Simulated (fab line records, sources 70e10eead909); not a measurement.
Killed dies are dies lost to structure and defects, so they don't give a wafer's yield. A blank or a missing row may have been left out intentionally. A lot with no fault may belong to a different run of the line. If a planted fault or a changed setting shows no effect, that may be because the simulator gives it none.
Struck lot and sound lot, side by side | flow nand_harc | 39 steps out of a route of 1159
Sound: wafers L729.2, L729.3, L729.5. Struck: wafer L724.5; the same lot's L724.6 was not struck, so it is left out; see the end for the cause.
For every step that has rows: the tool of each side, followed by ch and its chambers, followed by its first start. Under that, the readings that differ: sound wafers | struck wafers | difference of the means | sigmas: that difference in standard deviations of wafers without a fault.
alike: words and numbers the same on both sides, and readings whose means are apart by under 2 such deviations; not compared: readings that were withheld, readings missing a value for some wafer, numbers with overlapping values and no deviation given by the record, and bounds like >300 which may hide the same value.
The two part at a step that has a row with sigmas, a row that says differs or no value, or rows on one side only. Numbers that have no deviation but don't overlap get no sigmas and don't part them. A reading missing from all wafers of one side parts the sides only when that side holds two or more wafers.

first, 2 steps without rows for these wafers: NHARC_A_WL_FILL_PRECLEAN_30 (cleans in dHF, time 10 s); NHARC_A_WL_FILL_SRD_14.
NHARC_A_WL_FILL_ALD_19: deposits TiN, target thk 2 nm, pulse time 3 s, ald cycles 100.
  sound on ald_metal-02 ch 2,3, day 18 19:39; struck on ald_metal-02 ch 1, day 17 06:23
  alike: heater_power_w, precursor_pulse_height_rel
  not compared: since_wet_clean_h
then, 3 steps without rows for these wafers: NHARC_A_WL_FILL_CVD_20 (deposits W, target thk 75 nm, time 5064 s); NHARC_A_WL_FILL_CMP_12 (polishes, t overpolish 30 s, target thk 75 nm); NHARC_A_WL_FILL_SRD_31.
NHARC_A_WL_FILL_INSPECT_15:
  sound: defect_inspect-01 at day 19 08:02; struck: defect_inspect-02 at day 17 20:39
  alike: raw_defect_count
NHARC_A_CONTACT_DEP_24: deposits SiO2, target thk 500 nm.
  sound on pecvd-03 ch 0,1, day 19 08:13; struck on pecvd-01 ch 0, day 17 20:53
  reading                | sound          | struck | difference | sigmas
  throttle_valve_pct (%) | 16.8 16.2 17.1 | 15.8   | -0.9       | -2
  alike: heater_power_w
  not compared: since_wet_clean_h
NHARC_A_CONTACT_DEP_28: deposits aC, target thk 3600 nm.
  sound on acl_dep-02 ch 0, day 19 09:26; struck on acl_dep-01 ch 0, day 17 23:15
  alike: throttle_valve_pct
then, 11 steps without rows for these wafers: NHARC_A_CONTACT_DEP_29 (deposits SiON, target thk 70 nm); NHARC_A_CONTACT_DEHYDRATE_32 (time 120 s); NHARC_A_CONTACT_HMDS_33 (time 30 s); NHARC_A_CONTACT_COAT_34 (time 75 s); NHARC_A_CONTACT_COAT_35 (time 65 s); NHARC_A_CONTACT_COAT_36 (resist thk 90 nm); NHARC_A_CONTACT_SOFTBAKE_37 (time 55 s); NHARC_A_CONTACT_EBR_38; NHARC_A_CONTACT_EXPOSE_39 (exposes mask A CC 3); NHARC_A_CONTACT_PEB_40 (peb time 65 s); NHARC_A_CONTACT_DEVELOP_41 (develop time 35 s).
NHARC_A_CONTACT_CD_MEAS_42: target cd 200 nm.
  sound on cd_sem-02 ch 0, day 19 12:01; struck on cd_sem-03 ch 0, day 18 00:52
  alike: cd_nm
NHARC_A_CONTACT_OVL_MEAS_43:
  sound: overlay-02 at day 19 12:07; struck: overlay-01 at day 18 00:56
  alike: overlay_x_nm, overlay_y_nm
NHARC_A_CONTACT_INSPECT_44:
  sound: defect_inspect-01 at day 19 12:08; struck: defect_inspect-01 at day 18 00:58
  alike: raw_defect_count
then, 5 steps without rows for these wafers: NHARC_A_CONTACT_DESCUM_47 (chemistry O2, time 3 s); NHARC_A_CONTACT_ETCH_48 (etches the open film in CF4, target depth 39 nm, time 65 s); NHARC_A_CONTACT_ETCH_49 (etches the open film in N2/H2, target depth 260 nm, time 475.3 s); NHARC_A_CONTACT_ETCH_50 (etches the open film in CF4/CHF3, target depth 84.7 nm, time 42.4 s); NHARC_A_CONTACT_ETCH_51 (etches the open film in O2/COS, target depth 3600 nm, time 936 s).
NHARC_A_CONTACT_ETCH_111: etches the open film in C4F8/O2/Ar, time 140 s, target depth 700 nm.
  sound on har_cap_etch-01 ch 0,1, day 19 13:31; struck on har_cap_etch-02 ch 1, day 18 02:26
  not compared: rf_hours_counter_h
then, 3 steps without rows for these wafers: NHARC_A_CONTACT_ETCH_112 (etches the open film in C4F8/O2/Ar, time 94 s, target depth 922 nm); NHARC_A_CONTACT_ETCH_113 (etches the open film in C4F8/O2/Ar, time 94 s, target depth 922 nm); NHARC_A_CONTACT_ETCH_114 (etches the open film in C4F8/O2/Ar, time 94 s, target depth 922 nm).
NHARC_A_CONTACT_ETCH_115: etches the open film in C4F8/O2/Ar, time 94 s, target depth 922 nm.
  sound on har_cap_etch-01 ch 0,1, day 19 14:07; struck on har_cap_etch-02 ch 1, day 18 02:50
  not compared: rf_hours_counter_h
then, 2 steps without rows for these wafers: NHARC_A_CONTACT_ETCH_116 (etches the open film in C4F8/O2/Ar, time 94 s, target depth 922 nm); NHARC_A_CONTACT_ETCH_117 (etches the open film in C4F8/O2/Ar, time 94 s, target depth 922 nm).
NHARC_A_CONTACT_ETCH_118: etches the open film in C4F8/O2/Ar, time 94 s, target depth 922 nm.
  sound on har_cap_etch-01 ch 0,1, day 19 14:29; struck on har_cap_etch-02 ch 1, day 18 03:07
  not compared: rf_hours_counter_h
then, 2 steps without rows for these wafers: NHARC_A_CONTACT_ETCH_119 (etches the open film in C4F8/O2/Ar, time 94 s, target depth 922 nm); NHARC_A_CONTACT_ETCH_120 (etches the open film in C4F8/O2/Ar, time 94 s, target depth 922 nm).
-- the record jumps here: 3 days lie between the struck wafers' starts before and after (it left off in module A_CONTACT and takes up again in module END, whose first step shown is number 1159 of the route) --
NHARC_END_SORT_01:
  sound on prober-02 ch 0, day 22 04:01; struck on prober-02 ch 0, day 21 07:05
  reading         | sound    | struck | difference | sigmas
  killed_at_array | 32 32 26 | 669    | +639       | +64
  killed_dies     | 37 35 29 | 677    | +643       | +64
  alike: killed_at_other, killed_at_periphery, killed_open, killed_short

WHERE THEY PART
Earliest at NHARC_A_CONTACT_DEP_24; latest, in this record, at NHARC_END_SORT_01.

WHY: whatever the simulator had introduced
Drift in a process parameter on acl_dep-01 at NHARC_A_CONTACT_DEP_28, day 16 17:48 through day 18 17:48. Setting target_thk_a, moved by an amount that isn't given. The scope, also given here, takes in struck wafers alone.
